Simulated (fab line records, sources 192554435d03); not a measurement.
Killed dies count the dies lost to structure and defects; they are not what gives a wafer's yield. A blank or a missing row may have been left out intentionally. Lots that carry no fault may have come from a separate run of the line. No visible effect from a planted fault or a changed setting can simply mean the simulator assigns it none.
fab line records ; flow n5Finfet
record: lots: 14; wafers: 42; lastDay: 18
route steps=1938 shown GATE_CUT@505 MOL_CONTACT_COAG@525
lots that met no fault: taken from a fault-free run of the same line
startH: hours from the record's opening day to when the first of the lot's shown wafers began ; waitH: hours since the lot's step before ; " same as the row above ; L1.1+2: a row that stands for several wafers ; - no value present, or no start provided ; * or withheld: withheld ; < > ~ a bound
route shown NAME@n: names a module that has steps shown in the file, with the first one's number in the route ; usual: mean/standard deviation taken from wafers without a fault ; same: alike in all rows ; chamber/n: place in a boat ; sites: each site's reading ; _std_site: standard deviation of those values ; _edge_site: inner sites' mean taken away from outer sites' mean ; radiusMm: how far each site lies from the wafer's centre ; mask NAME#n: copy n ; behind: the most recent tool/chamber to have shaped the wafer ; hold: cause of the lot's hold/its duration in hours/its outcome ; device: whichever transistor did not switch (one of n, p or np) ; end of line: tests run on the same wafers once the route is complete ; a step with no rows: only its recipe ; killed: not the wafer's yield, but the dies lost to structure and defects at the first sort ; map: a wafer's dies, marking killed ones x, the rest . and places with no die _
set.NAME: the run value of the setting; set.NAME@STEP: its run value at that earlier step ; model.NAME: the simulator's own value behind a step, which no gauge read
the route's steps for a sample of lots (tables are steps, rows are wafers)
services: from which hour (startH, from the record's first day; less than 0 if before it) a tool's chamber was out of use, for how many hours, and why
== steps ==
step: N5_GATE_CUT_VAPOR_ETCH_49
recipe: chemistry: BCl3/Cl2; target: TiAlC; mode: isotropic
usual: drypumpMotorCurrentA: 5.8/0.41; heBacksideLeakSccm: 3.36/0.26; oesProductAu: 0.74/0.11
lot.wafer;tool;chamber;startH;waitH;drypumpMotorCurrentA;heBacksideLeakSccm;oesProductAu
L731.2;rieMetal-01;1;84.76;0.0;6.3;3.44;0.68
L731.3;rieMetal-01;0;84.76;0.0;5.3;3.50;0.62
L731.5;rieMetal-01;1;84.76;0.0;6.3;3.69;0.67
L732.1;rieMetal-03;1;91.50;0.0;5.8;3.47;0.58
L732.5;rieMetal-03;1;91.50;0.0;5.7;3.92;0.58
L732.6;rieMetal-03;0;91.50;0.0;6.2;3.15;0.81
L741.1;rieMetal-03;0;149.35;0.0;6.2;2.79;0.77
L741.5;rieMetal-03;1;149.35;0.0;5.7;3.23;0.98
L741.6;rieMetal-03;0;149.35;0.0;6.2;2.71;0.79
L742.2;rieMetal-03;0;152.13;0.0;6.2;3.66;0.78
L742.3;rieMetal-03;0;152.13;0.0;6.2;3.19;0.78
L742.5;rieMetal-03;1;152.13;0.0;5.7;3.13;0.97
L744.2;rieMetal-01;1;170.01;0.0;6.3;3.59;0.66
L744.3;rieMetal-01;1;170.01;0.0;6.3;3.60;0.66
L744.5;rieMetal-01;0;170.01;0.0;5.3;3.51;0.61
L745.1;rieMetal-01;0;172.04;0.0;5.3;3.44;0.61
L745.3;rieMetal-01;1;172.04;0.0;6.3;3.53;0.66
L745.5;rieMetal-01;1;172.04;0.0;6.3;3.60;0.66
L746.1;rieMetal-03;1;177.05;0.0;5.7;3.49;0.95
L746.2;rieMetal-03;0;177.05;0.0;6.1;3.04;0.77
L746.5;rieMetal-03;1;177.05;0.0;5.7;3.61;0.94
L747.1;rieMetal-02;0;187.49;0.0;5.8;3.44;0.69
L747.3;rieMetal-02;1;187.49;0.0;5.3;3.45;0.86
L747.4;rieMetal-02;0;187.49;0.0;5.8;3.47;0.69
L748.1;rieMetal-02;0;189.23;0.0;5.8;3.68;0.68
L748.2;rieMetal-02;1;189.23;0.0;5.2;3.00;0.84
L748.5;rieMetal-02;1;189.23;0.0;5.3;2.64;0.84
L749.1;rieMetal-03;1;199.21;0.1;5.7;3.36;0.94
L749.2;rieMetal-03;1;199.21;0.1;5.7;3.44;0.94
L749.3;rieMetal-03;1;199.21;0.1;5.7;3.25;0.94
L750.1;rieMetal-01;1;202.79;0.0;6.3;3.51;0.65
L750.4;rieMetal-01;1;202.79;0.0;6.3;3.61;0.65
L750.5;rieMetal-01;0;202.79;0.0;5.4;3.48;0.60
L751.2;rieMetal-02;1;207.68;0.0;5.3;2.89;0.83
L751.4;rieMetal-02;1;207.68;0.0;5.3;3.08;0.84
L751.5;rieMetal-02;1;207.68;0.0;5.2;3.04;0.83
L753.2;rieMetal-01;1;220.89;0.1;6.3;3.74;0.65
L753.3;rieMetal-01;1;220.89;0.1;6.3;3.79;0.64
L753.6;rieMetal-01;1;220.89;0.1;6.3;3.64;0.64
L754.1;rieMetal-02;0;225.91;0.0;5.8;3.44;0.69
L754.5;rieMetal-02;0;225.91;0.0;5.8;3.37;0.69
L754.6;rieMetal-02;1;225.91;0.0;5.3;3.02;0.83
step: N5_GATE_CUT_INSPECT_26
recipe: inspectInstrument: darkfield; mode: postCmp
usual: rawDefectCount: 33/16
lot.wafer;tool;chamber;startH;waitH;rawDefectCount
L731.2;defectInspect-02;-;87.52;0.0;20
L731.3;defectInspect-02;-;87.52;0.0;29
L731.5;defectInspect-02;-;87.52;0.0;29
L732.1;defectInspect-02;-;94.48;0.0;29
L732.5;defectInspect-02;-;94.48;0.0;16
L732.6;defectInspect-02;-;94.48;0.0;31
L741.1;defectInspect-01;-;152.21;0.0;51
L741.5;defectInspect-01;-;152.21;0.0;65
L741.6;defectInspect-01;-;152.21;0.0;45
L742.2;defectInspect-01;-;154.90;0.0;36
L742.3;defectInspect-01;-;154.90;0.0;49
L742.5;defectInspect-01;-;154.90;0.0;55
L744.2;defectInspect-01;-;172.85;0.0;8
L744.3;defectInspect-01;-;172.85;0.0;13
L744.5;defectInspect-01;-;172.85;0.0;13
L745.1;defectInspect-02;-;174.80;0.0;46
L745.3;defectInspect-02;-;174.80;0.0;32
L745.5;defectInspect-02;-;174.80;0.0;52
L746.1;defectInspect-01;-;180.11;0.0;21
L746.2;defectInspect-01;-;180.11;0.0;15
L746.5;defectInspect-01;-;180.11;0.0;30
L747.1;defectInspect-01;-;191.30;0.0;23
L747.3;defectInspect-01;-;191.30;0.0;32
L747.4;defectInspect-01;-;191.30;0.0;15
L748.1;defectInspect-02;-;192.53;0.0;24
L748.2;defectInspect-02;-;192.53;0.0;32
L748.5;defectInspect-02;-;192.53;0.0;41
L749.1;defectInspect-02;-;202.02;0.0;11
L749.2;defectInspect-02;-;202.02;0.0;8
L749.3;defectInspect-02;-;202.02;0.0;19
L750.1;defectInspect-01;-;205.63;0.0;35
L750.4;defectInspect-01;-;205.63;0.0;31
L750.5;defectInspect-01;-;205.63;0.0;30
L751.2;defectInspect-02;-;210.44;0.0;66
L751.4;defectInspect-02;-;210.44;0.0;17
L751.5;defectInspect-02;-;210.44;0.0;64
L753.2;defectInspect-01;-;224.07;0.0;46
L753.3;defectInspect-01;-;224.07;0.0;63
L753.6;defectInspect-01;-;224.07;0.0;97
L754.1;defectInspect-01;-;228.98;0.0;47
L754.5;defectInspect-01;-;228.98;0.0;21
L754.6;defectInspect-01;-;228.98;0.0;33
step: N5_MOL_CONTACT_COAG_DEVELOP_07
recipe: developTimeS: 30; developer: TMAH; resist: CAR-EUV; rinseLiquid: surfactantRinse; dry: airSpin; devTempC: 23
usual: chillPlateTempC: 22.97/0.095; developTimeS: 30/0
lot.wafer;tool;chamber;startH;waitH;chillPlateTempC;developTimeS
L731.2;lithoTrack-05;0;87.88;-;23.08;30
L731.3;lithoTrack-05;0;87.88;-;23.02;30
L731.5;lithoTrack-05;0;87.88;-;23.05;30
L732.1;lithoTrack-02;0;94.85;-;22.95;30
L732.5;lithoTrack-02;0;94.85;-;22.97;30
L732.6;lithoTrack-02;0;94.85;-;22.96;30
L741.1;lithoTrack-03;-;152.99;-;-;-
L741.5;lithoTrack-03;-;152.99;-;-;-
L741.6;lithoTrack-03;-;152.99;-;-;-
L742.2;lithoTrack-03;-;155.26;-;-;-
L742.3;lithoTrack-03;-;155.26;-;-;-
L742.5;lithoTrack-03;-;155.26;-;-;-
L744.2;lithoTrack-02;0;173.24;-;23.02;30
L744.3;lithoTrack-02;0;173.24;-;22.97;30
L744.5;lithoTrack-02;0;173.24;-;22.96;30
L745.1;lithoTrack-03;0;175.04;-;23.23;30
L745.3;lithoTrack-03;0;175.04;-;23.06;30
L745.5;lithoTrack-03;0;175.04;-;23.02;30
L746.1;lithoTrack-05;0;180.58;-;22.83;30
L746.2;lithoTrack-05;0;180.58;-;23.00;30
L746.5;lithoTrack-05;0;180.58;-;22.87;30
L747.1;lithoTrack-03;0;191.54;-;23.04;30
L747.3;lithoTrack-03;0;191.54;-;22.93;30
L747.4;lithoTrack-03;0;191.54;-;23.05;30
L748.1;lithoTrack-03;0;192.89;-;22.96;30
L748.2;lithoTrack-03;0;192.89;-;23.02;30
L748.5;lithoTrack-03;0;192.89;-;23.05;30
L749.1;lithoTrack-02;0;202.39;-;22.90;30
L749.2;lithoTrack-02;0;202.39;-;22.85;30
L749.3;lithoTrack-02;0;202.39;-;22.90;30
L750.1;lithoTrack-05;0;205.87;-;23.07;30
L750.4;lithoTrack-05;0;205.87;-;22.81;30
L750.5;lithoTrack-05;0;205.87;-;23.02;30
L751.2;lithoTrack-03;0;210.81;-;22.98;30
L751.4;lithoTrack-03;0;210.81;-;23.13;30
L751.5;lithoTrack-03;0;210.81;-;22.92;30
L753.2;lithoTrack-02;0;224.30;-;23.06;30
L753.3;lithoTrack-02;0;224.30;-;23.10;30
L753.6;lithoTrack-02;0;224.30;-;23.07;30
L754.1;lithoTrack-05;0;229.34;-;22.80;30
L754.5;lithoTrack-05;0;229.34;-;22.96;30
L754.6;lithoTrack-05;0;229.34;-;22.84;30
step: N5_MOL_CONTACT_COAG_ETCH_59
recipe: chemistry: N2/H2; target: underlayer; targetDepthA: 130; maskMaterial: CAR-EUV; timeS: 10.4; ionEnergyEv: 200; pressureMtorr: 30; sourceW: 840; biasW: 150; n2FlowSccm: 200; h2FlowSccm: 200; ends: cleared
usual: drypumpMotorCurrentA: 5.6/0.51; etchRfOnTimeS: 10.41/0.24; oesProductAu: 0.70/0.092; rfVppV: 523.1/2.6; showerheadPlenumPTorr: 2.52/0.086; throttleValvePct: 17.81/0.23
lot.wafer;tool;chamber;startH;waitH;drypumpMotorCurrentA;etchRfOnTimeS;oesProductAu;rfHoursCounterH;rfVppV;showerheadPlenumPTorr;throttleValvePct
L731.2;rieDiel-06;0;88.16;0.0;5.5;10.48;0.61;229;520.2;2.41;18.23
L731.3;rieDiel-06;3;88.16;0.0;5.3;10.26;0.59;238;523.4;2.51;17.77
L731.5;rieDiel-06;0;88.16;0.0;5.5;10.57;0.60;-;517.8;2.41;18.21
L732.1;rieDiel-06;0;95.06;0.0;5.6;10.54;0.60;231;521.1;2.41;18.21
L732.5;rieDiel-06;1;95.06;0.0;4.9;10.37;0.72;-;524.3;2.57;17.53
L732.6;rieDiel-06;0;95.06;0.0;5.5;10.53;0.60;-;519.5;2.41;18.21
L741.1;rieDiel-06;2;153.34;0.0;5.5;10.48;0.73;52;525.2;2.59;18.01
L741.5;rieDiel-06;3;153.34;0.0;5.3;9.99;0.82;-;522.7;2.50;17.44
L741.6;rieDiel-06;1;153.34;0.0;4.9;10.42;0.69;-;525.6;2.55;17.59
L742.2;rieDiel-06;3;155.65;0.0;5.3;10.03;0.81;10;522.7;2.50;17.44
L742.3;rieDiel-06;2;155.65;0.0;5.5;10.50;0.72;53;525.0;2.59;18.02
L742.5;rieDiel-06;3;155.65;0.0;5.3;10.09;0.82;-;522.4;2.50;17.43
L744.2;rieDiel-06;2;173.45;0.0;5.5;10.53;0.72;58;525.3;2.58;18.03
L744.3;rieDiel-06;1;173.45;0.0;4.9;10.49;0.68;121;525.5;2.55;17.58
L744.5;rieDiel-06;0;173.45;0.0;5.6;10.40;0.83;-;528.1;2.72;17.76
L745.1;rieDiel-06;0;175.43;0.0;5.5;10.26;0.83;4;528.8;2.72;17.75
L745.3;rieDiel-06;3;175.43;0.0;5.3;10.14;0.79;15;523.2;2.50;17.46
L745.5;rieDiel-06;3;175.43;0.0;5.3;10.06;0.80;-;522.0;2.50;17.46
L746.1;rieDiel-01;0;180.79;0.0;6.0;10.79;0.66;125;525.7;2.54;17.77
L746.2;rieDiel-01;3;180.79;0.0;6.1;10.14;0.79;18;524.4;2.49;17.73
L746.5;rieDiel-01;3;180.79;0.0;6.0;9.99;0.79;-;521.7;2.50;17.75
L747.1;rieDiel-02;3;191.80;0.0;6.5;10.27;0.59;213;520.4;2.44;17.89
L747.3;rieDiel-02;1;191.80;0.0;5.4;11.01;0.56;241;519.5;2.38;17.86
L747.4;rieDiel-02;0;191.80;0.0;5.6;10.40;0.62;191;520.8;2.42;18.04
L748.1;rieDiel-01;3;193.11;0.0;6.1;10.16;0.78;21;521.5;2.49;17.75
L748.2;rieDiel-01;0;193.11;0.0;6.0;10.81;0.64;128;523.4;2.54;17.79
L748.5;rieDiel-01;2;193.11;0.0;5.1;10.18;0.84;-;522.5;2.49;17.37
L749.1;rieDiel-02;3;202.60;0.0;6.5;10.36;0.59;216;518.4;2.43;17.89
L749.2;rieDiel-02;2;202.60;0.0;5.4;10.48;0.80;15;527.4;2.72;17.74
L749.3;rieDiel-02;1;202.60;0.0;5.3;11.00;0.55;244;520.5;2.38;17.86
L750.1;rieDiel-02;0;206.25;0.0;5.6;10.42;0.61;195;518.9;2.42;18.05
L750.4;rieDiel-02;1;206.25;0.0;5.4;10.97;0.55;245;518.9;2.38;17.89
L750.5;rieDiel-02;1;206.25;0.0;5.4;10.99;0.56;-;519.8;2.38;17.87
L751.2;rieDiel-01;0;211.02;0.0;6.0;10.85;0.65;134;525.0;2.54;17.79
L751.4;rieDiel-01;2;211.02;0.0;5.2;10.14;0.83;10;522.4;2.49;17.39
L751.5;rieDiel-01;1;211.02;0.0;6.7;10.22;0.79;-;522.5;2.49;17.87
L753.2;rieDiel-02;3;224.56;0.0;6.5;10.44;0.59;225;519.1;2.43;17.90
L753.3;rieDiel-02;0;224.56;0.0;5.6;10.44;0.61;202;520.3;2.42;18.07
L753.6;rieDiel-02;2;224.56;0.0;5.4;10.43;0.78;-;528.9;2.71;17.76
L754.1;rieDiel-01;3;229.56;0.0;6.1;10.13;0.75;32;522.1;2.49;17.76
L754.5;rieDiel-01;2;229.56;0.0;5.1;10.17;0.81;-;522.1;2.49;17.39
L754.6;rieDiel-01;3;229.56;0.0;6.1;10.17;0.76;-;522.7;2.49;17.79
== services ==
tool;chamber;startH;hours;kind
rieDiel-02;-;96.68;28.1;pm
rieDiel-01;-;105.62;2.8;pm
rieMetal-02;-;107.96;1.2;repair
rieDiel-06;3;116.09;-;clean
rieDiel-06;3;116.09;-;consumableReplace:focusRing
rieDiel-06;3;116.09;18.1;scheduledDown
rieDiel-06;3;116.09;18.1;ventCycle
rieMetal-03;1;116.88;-;clean
rieMetal-03;1;116.88;23.2;scheduledDown
rieMetal-03;1;116.88;23.2;ventCycle
rieDiel-01;3;118.77;-;clean
rieDiel-02;3;126.12;3.5;repair
rieDiel-06;0;141.86;-;clean
rieDiel-06;0;141.86;-;consumableReplace:focusRing
rieDiel-06;0;141.86;-;consumableReplace:showerhead
rieDiel-06;0;141.86;17.7;scheduledDown
rieDiel-06;0;141.86;17.7;ventCycle
rieDiel-02;3;143.67;19.0;repair
rieMetal-03;0;196.03;8.7;repair
rieDiel-02;1;209.60;1.2;repair
rieMetal-01;0;211.92;-;clean
rieMetal-01;0;211.92;22.0;scheduledDown
rieMetal-01;0;211.92;22.0;ventCycle
rieDiel-06;2;212.80;6.6;repair
== key ==
firstSign: step: N5_MOL_CONTACT_COAG_DEVELOP_07; reading: toolRecord; direction: missing
effect none on later readings
metAt N5_MOL_CONTACT_COAG_DEVELOP_07
struckLots L741,L742
laterRowsLeftOut L741.1,L741.5,L741.6,L742.2,L742.3,L742.5
sortLeftOut L741.1,L741.5,L741.6,L742.2,L742.3,L742.5
notActingAt N5_GATE_CUT_VAPOR_ETCH_49,N5_GATE_CUT_INSPECT_26,N5_MOL_CONTACT_COAG_ETCH_59
fault: kind: skippedStepWhole; tool: lithoTrack-03; chamber: -; onsetH: 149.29; steps: N5_MOL_CONTACT_COAG_DEVELOP_07; scope: struckLotsOnly
sortLeftOut: the simulated sort isn't trusted on such a fault, so these wafers' sort isn't shown, and their yield isn't known
laterRowsLeftOut: the simulator's readings of these wafers behind a module that went badly wrong aren't trusted and aren't shown, but for the sort
